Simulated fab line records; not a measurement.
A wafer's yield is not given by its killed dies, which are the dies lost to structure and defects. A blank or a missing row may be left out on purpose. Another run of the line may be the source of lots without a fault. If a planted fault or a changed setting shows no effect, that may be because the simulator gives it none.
fab line records | flow n5_finfet
[record] lots = 4 | wafers = 12 | last_day = 20
route steps=1938 shown BEOL_M6@1254 BEOL_M7@1263 PASSIVATION@1936
lots with no fault: from the same line, run without faults
start_h: hours from the record's first day to the start of the lot's first wafer shown | wait_h: hours from the lot's prior step to this one | " unchanged from the row above | L1.1+2: several wafers, shown together as one row | - no value, or no start given | * or withheld: withheld | < > ~ a bound
route shown NAME@n: a module of which the file shows steps, and the number in the route of the first | usual: average and standard deviation across the fault-free wafers | same: alike in all rows | chamber/n: place in a boat | sites: per-site readings | _std_site: the values' standard deviation | _edge_site: inner sites' mean taken away from outer sites' mean | radius_mm: for every site, how far away it sits from the centre of the wafer | mask NAME#n: copy n | behind: the most recent tool/chamber to have shaped the wafer | hold: cause of the lot's hold/its duration in hours/its outcome | device: whichever transistor did not switch (one of n, p or np) | end of line: the route-end tests of the same wafers | a step given without rows: its recipe and nothing more | killed: not the wafer's yield, but the dies lost to structure and defects at the first sort | map: the dies of a wafer, with x for killed, . for not killed, _ for no die there
set.NAME: the setting that was run; set.NAME@STEP: the one run at that earlier step | model.NAME: the simulator's own value behind a step, which no gauge read
a table for each step, a row for each wafer; lots at some steps of the route
services: when a tool's chamber went out of use (start_h, in hours from the record's first day, below 0 if earlier), for how many hours, and the reason
[[steps]]
[step N5_BEOL_M6_SPUTTER_48]
[recipe] material = Cu | target_thk_a = 100 | temp_c = -20 | bias_v = 60 | power_w = 26000 | chamber_pressure_pa = 0.13 | time_s = 1.667
[step N5_BEOL_M6_ECD_50]
[recipe] material = Cu | target_thk_a = 3000
[step N5_BEOL_M6_ANNEAL_51]
[recipe] temp_c = 225 | time_s = 90 | ambient = N2
[step N5_BEOL_M6_CMP_52]
[recipe] stop_on = SiCOH_lowk | t_overpolish_s = 6.9 | down_force_psi = 1 | platen_rpm = 50 | clearing_platen_down_force_psi = 1.5 | clearing_platen_rpm = 50 | post_cmp_clean = cu_alkaline | target_thk_nm = 80 | clearing_platen_pad_velocity_m_s = 0.99484 | pad_velocity_m_s = 0.99484
[step N5_BEOL_M6_PRE_CLEAN_55]
[recipe] gas = NH3 | time_s = 15 | temp_c = withheld | rf_power_w = 300
[step N5_BEOL_M6_DEP_56]
[recipe] material = SiCN | target_thk_a = 100 | temp_c = withheld | precursor = 3MS/NH3 | pressure_torr = 3 | rf_w = 202 | time_s = 17.5
[step N5_BEOL_M7_ILD_DEP_00]
[recipe] material = SiCOH_lowk | target_thk_a = 1797.5 | temp_c = 300 | precursor = DEMS/porogen | pressure_torr = 5 | rf_w = 500 | time_s = 33.4
[step N5_BEOL_M7_CURE_74]
[recipe] temp_c = 385 | time_s = 240 | ambient = He/Ar | material = SiCOH_lowk
[step N5_BEOL_M7_PECVD_70]
[recipe] material = SiO2 | target_thk_a = 200 | temp_c = 400 | precursor = TEOS/O2 | pressure_torr = 5.5 | rf_w = 450 | teos_flow_sccm = 53.8 | gas = O2 | flow_sccm = 3000 | time_s = 22.7
[usual] heater_power_w = 701/90 | showerhead_plenum_p_Torr = 8.81/0.092 | throttle_valve_pct = 22.3/1.2
lot.wafer | tool     | chamber | start_h | wait_h | heater_power_w | showerhead_plenum_p_Torr | throttle_valve_pct | model.SiO2_of_BEOL_M7_PECVD_70.thk_nm
L371.1    | pecvd-02 | 1       | 281.09  | 0.0    | 569            | 8.78                     | 22.1               | 19.6
L371.2    | "        | 0       | "       | "      | 521            | 8.93                     | 22.2               | 20.6
L371.4    | "        | 2       | "       | "      | 713            | 8.72                     | 21.0               | 20
L376.1    | pecvd-02 | 2       | 309.67  | 0.0    | 620            | 8.75                     | 20.9               | 20
L376.4    | "        | 2       | "       | "      | 625            | 8.74                     | 21.0               | 20.4
L376.5    | "        | 0       | "       | "      | 599            | 8.92                     | 22.0               | 21.4
L387.4    | pecvd-03 | 0       | 379.48  | 0.1    | 844            | 8.81                     | 23.0               | 20.4
L387.5    | "        | 1       | "       | "      | 859            | 8.70                     | 23.5               | 20.4
L387.6    | "        | 2       | "       | "      | 719            | 8.70                     | 20.6               | 20.4
L385.2    | pecvd-02 | 2       | 391.70  | 0.0    | 711            | 8.73                     | 20.8               | 19.8
L385.3    | "        | 1       | "       | "      | 704            | 8.77                     | 22.0               | 20
L385.6    | "        | 2       | "       | "      | 682            | 8.71                     | 21.4               | 20.2
[step N5_BEOL_M7_HM_DEP_02]
[recipe] material = TiN | target_thk_a = 200 | temp_c = 25 | chamber_pressure_pa = 0.49996
[step N5_BEOL_M7_COAT_59]
[recipe] resist = SOC | temp_c = 250 | time_s = 60 | spin_rpm = 1500 | resist_thk_nm = 100
[step N5_BEOL_M7_COAT_60]
[recipe] resist = SiARC | temp_c = 220 | time_s = 60 | spin_rpm = 1500 | resist_thk_nm = 35
[step N5_BEOL_M7_COAT_05]
[recipe] resist = CAR-ArF | spin_rpm = 1500 | resist_thk_nm = 90
[step N5_BEOL_M7_EBR_07]
[recipe] solvent = PGMEA | ebr_width_mm = 1.5
[step N5_BEOL_M7_SOFTBAKE_06]
[recipe] temp_c = 110 | time_s = 60 | resist = CAR-ArF
[step N5_BEOL_M7_EXPOSE_08]
[recipe] mask_id = M7 | na = 1.35 | source_shape = dipole | sigma_inner = 0.817 | sigma_outer = 0.97 | polarization = te | dose_mj = 68.25
[step N5_BEOL_M7_PEB_09]
[recipe] peb_temp_c = withheld | peb_time_s = 60 | resist = CAR-ArF
[step N5_BEOL_M7_DEVELOP_10]
[recipe] develop_time_s = 30 | developer = TMAH | resist = CAR-ArF | rinse_liquid = diw | dry = air_spin | dev_temp_c = 23
[step N5_BEOL_M7_DESCUM_16]
[recipe] chemistry = O2 | time_s = 7.9 | source_power_w = 50 | bias_power_w = 20 | pressure_mtorr = 20 | rf_frequency_hz = 2.712e+07 | temp_c = 40 | resist = CAR-ArF | o2_flow_sccm = 225
[step N5_BEOL_M7_ETCH_61]
[recipe] chemistry = CF4 | target = SiARC | target_depth_a = 455 | mask_material = CAR-ArF | time_s = 75.8 | ion_energy_ev = 80 | pressure_mtorr = 40 | source_w = 545 | bias_w = 36 | Ar_flow_sccm = 100 | cf4_flow_sccm = 100 | ends = cleared
[step N5_BEOL_M7_ETCH_62]
[recipe] chemistry = N2/H2 | target = SOC | target_depth_a = 1100 | overetch_a = 220 | mask_material = SiARC | temp_c = 40 | time_s = 165 | ion_energy_ev = 200 | pressure_mtorr = 30 | source_w = 840 | bias_w = 150 | n2_flow_sccm = 200 | h2_flow_sccm = 200
[step N5_BEOL_M7_STRIP_68]
[recipe] chemistry = N2/H2 | temp_c = 40 | n2_flow_sccm = 200 | h2_flow_sccm = 200 | rf_frequency_hz = 6e+07
[step N5_BEOL_M7_STRIP_67]
[recipe] chemistry = CF4 | resist = SiARC | power_w = 300 | bias_power_w = 75 | pressure_mtorr = 50 | cf4_flow_sccm = 150 | rf_frequency_hz = 6e+07
[step N5_BEOL_M7_HM_OPEN_17]
[recipe] chemistry = Cl2/BCl3 | target_depth_a = 200 | overetch_a = 60 | target = TiN | mask_material = SOC | ion_energy_ev = 150 | pressure_mtorr = 10 | icp_w = 1000 | bias_w = 126 | Cl2_flow_sccm = 53.25 | bcl3_flow_sccm = 21.75 | Ar_flow_sccm = 25
[step N5_BEOL_M7_STRIP_19]
[recipe] chemistry = O2 | power_w = 400 | temp_c = 40 | pressure_mtorr = 30 | rf_frequency_hz = 6e+07 | bias_power_w = 0 | overash_fraction = 0.2 | o2_flow_sccm = 225
[step N5_BEOL_M7_COAT_63]
[recipe] resist = SOC | temp_c = 250 | time_s = 60 | spin_rpm = 1500 | resist_thk_nm = 60
[step N5_BEOL_M7_COAT_64]
[recipe] resist = SiARC | temp_c = 220 | time_s = 60 | spin_rpm = 1500 | resist_thk_nm = 12
[step N5_BEOL_M7_COAT_71]
[recipe] resist = underlayer | temp_c = 205 | time_s = 60 | spin_rpm = 1500 | resist_thk_nm = 5
[step N5_BEOL_M7_COAT_22]
[recipe] resist = CAR-EUV | spin_rpm = 1500 | resist_thk_nm = 30
[step N5_BEOL_M7_EBR_24]
[recipe] solvent = PGMEA | ebr_width_mm = 1.5
[step N5_BEOL_M7_SOFTBAKE_23]
[recipe] temp_c = 110 | time_s = 60 | resist = CAR-EUV
[step N5_BEOL_M7_EXPOSE_25]
[recipe] mask_id = V6 | na = 0.33 | source_shape = annular | sigma_inner = 0.4 | sigma_outer = 0.8 | polarization = unpolarized | target_cd_nm = 40 | dose_mj = 42.5
[step N5_BEOL_M7_PEB_26]
[recipe] peb_temp_c = 100 | peb_time_s = 60 | resist = CAR-EUV
[step N5_BEOL_M7_DEVELOP_27]
[recipe] develop_time_s = 30 | developer = TMAH | resist = CAR-EUV | rinse_liquid = surfactant_rinse | dry = air_spin | dev_temp_c = 23
[step N5_BEOL_M7_HM_STRIP_39]
[recipe] chemistry = peroxide_tin_strip | material = TiN | target_depth_a = 250 | temp_c = 50 | time_s = 158
[usual] bath_heat_duty_pct = 7.1/0.95
lot.wafer | tool         | chamber | start_h | wait_h | bath_heat_duty_pct | model.SiO2_of_BEOL_M7_PECVD_70.thk_nm
L371.1    | wet_bench-03 | 5       | 284.66  | 0.0    | 6.1                | 19.4
L371.2    | "            | 4       | "       | "      | 7.0                | 20.6
L371.4    | "            | 6       | "       | "      | 7.3                | 20
L376.1    | wet_bench-03 | 2       | 312.54  | 0.0    | 6.7                | 19.8
L376.4    | "            | 5       | "       | "      | 6.8                | 20.2
L376.5    | "            | 6       | "       | "      | 7.6                | 21.4
L387.4    | wet_bench-01 | 7       | 382.23  | 0.0    | 8.2                | 20.2
L387.5    | "            | 3       | "       | "      | 9.1                | 20.2
L387.6    | "            | 6       | "       | "      | 6.8                | 20.2
L385.2    | wet_bench-03 | 4       | 396.04  | 0.0    | 6.5                | 19.8
L385.3    | "            | 1       | "       | "      | 8.0                | 19.8
L385.6    | "            | 5       | "       | "      | 5.9                | 20
[step N5_PASSIVATION_PROBE_49]
[usual] defect_limited_yield = 91.2/1.3 | killed_at_M0_to_M3 = 34/9.2 | killed_at_M4_up = 14/5 | killed_at_contacts = 13/6.7 | killed_at_front_end = 39/12 | killed_at_other = 4/3.3 | killed_dies = 104/15 | killed_open = 68/12 | killed_short = 34/7.5 | sort_bin_5_function = 5.2/0.87 | sort_bin_6_memory = 3.3/0.63 | sort_n_pass = 1076/15 | sort_yield_pct = 91.2/1.3
[same] gross_dies = 1180 | killed_at_back_side = 0 | sort_bin_4_leakage[%] = 0 | sort_bin_8_speed[%] = 0
lot.wafer | tool      | chamber | start_h | wait_h | defect_limited_yield[%] | killed_at_M0_to_M3 | killed_at_M4_up | killed_at_contacts | killed_at_front_end | killed_at_other | killed_dies | killed_open | killed_short | sort_bin_5_function[%] | sort_bin_6_memory[%] | sort_n_pass | sort_yield_pct[%]
L371.1    | prober-02 | -       | 364.77  | 0.0    | 92.6                    | 33                 | 8               | 7                  | 36                  | 3               | 87          | 50          | 36           | 4.3                    | 2.9                  | 1093        | 92.6
L371.2    | prober-02 | -       | 364.82  | 0.1    | 91.4                    | 26                 | 19              | 4                  | 47                  | 5               | 101         | 65          | 35           | 5.4                    | 2.7                  | 1079        | 91.4
L371.4    | prober-02 | -       | 364.92  | 0.2    | 88.7                    | 38                 | 16              | 16                 | 62                  | 1               | 133         | 88          | 44           | 5.7                    | 5.2                  | 1047        | 88.7
L376.1    | prober-02 | -       | 385.14  | 0.0    | 90.2                    | 37                 | 20              | 7                  | 51                  | 1               | 116         | 86          | 29           | 5.3                    | 4.1                  | 1064        | 90.2
L376.4    | prober-02 | -       | 385.29  | 0.2    | 92.1                    | 34                 | 13              | 6                  | 37                  | 3               | 93          | 56          | 35           | 4.3                    | 3.1                  | 1087        | 92.1
L376.5    | prober-02 | -       | 385.34  | 0.2    | 92.5                    | 44                 | 8               | 6                  | 26                  | 4               | 88          | 52          | 32           | 4.1                    | 3.1                  | 1092        | 92.5
L387.4    | prober-02 | -       | 463.65  | 0.2    | 91.4                    | 53                 | 10              | 12                 | 27                  | 0               | 102         | 63          | 36           | 4.2                    | 3.9                  | 1078        | 91.4
L387.5    | prober-02 | -       | 463.70  | 0.2    | 91.9                    | 39                 | 21              | 8                  | 25                  | 2               | 95          | 53          | 38           | 4.7                    | 3.1                  | 1085        | 91.9
L387.6    | prober-02 | -       | 463.75  | 0.3    | 90.3                    | 36                 | 27              | 17                 | 34                  | 1               | 115         | 79          | 33           | 5.8                    | 3.8                  | 1065        | 90.3
L385.2    | prober-02 | -       | 478.73  | 0.1    | 89.1                    | 35                 | 14              | 26                 | 48                  | 6               | 129         | 91          | 36           | 7.0                    | 3.6                  | 1051        | 89.1
L385.3    | prober-02 | -       | 478.78  | 0.1    | 91.3                    | 27                 | 18              | 12                 | 37                  | 9               | 103         | 70          | 33           | 5.0                    | 3.5                  | 1077        | 91.3
L385.6    | prober-02 | -       | 478.93  | 0.3    | 91.0                    | 41                 | 17              | 8                  | 36                  | 4               | 106         | 58          | 45           | 5.8                    | 3.0                  | 1074        | 91.0
// killed by level:class
L371.1 FIN_SAQP:geometric_particle:short=11 FIN_SAQP:geometric_particle:open=7 BEOL_M2:geometric_particle:open=7 BEOL_M3:geometric_particle:open=6 MOL_CONTACT_COAG:geometric_particle:open=6 STI_FIN_REVEAL:geometric_particle:open=5 BEOL_M0_SAQP:geometric_particle:open=5 BEOL_M2:geometric_particle:short=5
L371.2 FIN_SAQP:geometric_particle:short=12 BEOL_M4:geometric_particle:open=12 DUMMY_GATE:geometric_particle:open=7 BEOL_M2:geometric_particle:open=7 STI_FIN_REVEAL:geometric_particle:open=6 BEOL_M3:geometric_particle:open=5 FIN_SAQP:geometric_particle:open=4 GATE_CUT:geometric_particle:short=4
L371.4 FIN_SAQP:geometric_particle:short=19 DUMMY_GATE:geometric_particle:open=14 BEOL_M2:geometric_particle:open=14 MOL_CONTACT_COAG:geometric_particle:open=13 BEOL_M4:geometric_particle:open=10 FIN_SAQP:geometric_particle:open=7 BEOL_M1:geometric_particle:open=6 BEOL_M2:geometric_particle:short=5
L376.1 FIN_SAQP:geometric_particle:open=19 BEOL_M4:geometric_particle:open=12 BEOL_M2:geometric_particle:open=8 MOL_CONTACT_COAG:geometric_particle:open=6 BEOL_M3:geometric_particle:open=6 STI_FIN_REVEAL:geometric_particle:open=5 GATE_CUT:geometric_particle:short=5 BEOL_M1:geometric_particle:open=5
L376.4 FIN_SAQP:geometric_particle:open=11 FIN_SAQP:geometric_particle:short=8 BEOL_M4:geometric_particle:open=8 MOL_CONTACT_COAG:geometric_particle:open=6 DUMMY_GATE:geometric_particle:open=5 BEOL_M0_SAQP:geometric_particle:short=5 BEOL_M1:geometric_particle:short=5 BEOL_M2:geometric_particle:open=5
L376.5 BEOL_M0_SAQP:geometric_particle:short=12 BEOL_M3:geometric_particle:open=9 BEOL_M1:geometric_particle:open=7 BEOL_M4:geometric_particle:open=6 GATE_CUT:geometric_particle:short=5 MOL_CONTACT_COAG:geometric_particle:open=5 BEOL_M0_SAQP:geometric_particle:open=5 FIN_SAQP:geometric_particle:open=4
L387.4 BEOL_M3:geometric_particle:open=14 BEOL_M0_SAQP:geometric_particle:open=13 BEOL_M2:geometric_particle:open=10 MOL_CONTACT_COAG:geometric_particle:open=9 BEOL_M0_SAQP:geometric_particle:short=6 FIN_SAQP:geometric_particle:short=5 GATE_CUT:geometric_particle:short=5 BEOL_M3:geometric_particle:short=5
L387.5 BEOL_M4:geometric_particle:open=12 BEOL_M0_SAQP:geometric_particle:open=8 STI_FIN_REVEAL:geometric_particle:open=7 BEOL_M0_SAQP:geometric_particle:short=7 BEOL_M4:geometric_particle:short=7 FIN_SAQP:geometric_particle:short=5 MOL_CONTACT_COAG:geometric_particle:open=5 BEOL_M3:geometric_particle:open=5
L387.6 MOL_CONTACT_COAG:geometric_particle:open=16 BEOL_M4:geometric_particle:open=13 BEOL_M0_SAQP:geometric_particle:short=12 DUMMY_GATE:geometric_particle:open=9 BEOL_M0_SAQP:geometric_particle:open=7 FIN_SAQP:geometric_particle:short=6 BEOL_M3:geometric_particle:open=6 FIN_SAQP:geometric_particle:open=5
L385.2 MOL_CONTACT_COAG:geometric_particle:open=21 FIN_SAQP:geometric_particle:short=10 FIN_SAQP:geometric_particle:open=10 STI_FIN_REVEAL:geometric_particle:open=10 BEOL_M0_SAQP:geometric_particle:short=9 BEOL_M0_SAQP:geometric_particle:open=9 BEOL_M4:geometric_particle:open=9 BEOL_M2:geometric_particle:open=6
L385.3 MOL_CONTACT_COAG:geometric_particle:open=11 FIN_SAQP:geometric_particle:open=9 BEOL_M0_SAQP:geometric_particle:short=8 BEOL_M4:geometric_particle:open=8 DUMMY_GATE:geometric_particle:open=6 GATE_CUT:geometric_particle:short=6 BEOL_M1:geometric_particle:open=5 BEOL_M2:geometric_particle:open=5
L385.6 FIN_SAQP:geometric_particle:short=15 BEOL_M2:geometric_particle:open=10 BEOL_M0_SAQP:geometric_particle:short=9 BEOL_M4:geometric_particle:open=7 MOL_CONTACT_COAG:geometric_particle:open=6 FIN_SAQP:geometric_particle:open=5 GATE_CUT:geometric_particle:short=5 BEOL_M0:geometric_particle:open=5
[[services]]
tool     | chamber | start_h | hours | kind
pecvd-02 | -       | 261.64  | 0.5   | repair
pecvd-02 | -       | 267.16  | 1.1   | repair
pecvd-02 | -       | 345.51  | 2.8   | pm
pecvd-03 | 2       | 350.10  | 5.5   | scheduled_down
pecvd-03 | -       | 362.37  | 1.5   | repair
pecvd-03 | 2       | 387.41  | 5.1   | repair
[[key]]
first_sign none at tools or gauges
[model_effect] step = N5_BEOL_M7_PECVD_70 | value = SiO2_of_BEOL_M7_PECVD_70.thk_nm | without = 20 | struck = 21
[model_effect] step = N5_BEOL_M7_HM_STRIP_39 | value = SiO2_of_BEOL_M7_PECVD_70.thk_nm | without = 19.9 | struck = 21
met_at N5_BEOL_M7_PECVD_70
struck_wafers L371.2,L376.5
[fault] kind = process_parameter_drift | tool = pecvd-02 | chamber = 0 | onset_h = 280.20 | steps = N5_BEOL_M7_PECVD_70 | channel = time_s | offset = * | shape = step | end_h = 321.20 | acts_in = * | stated = *
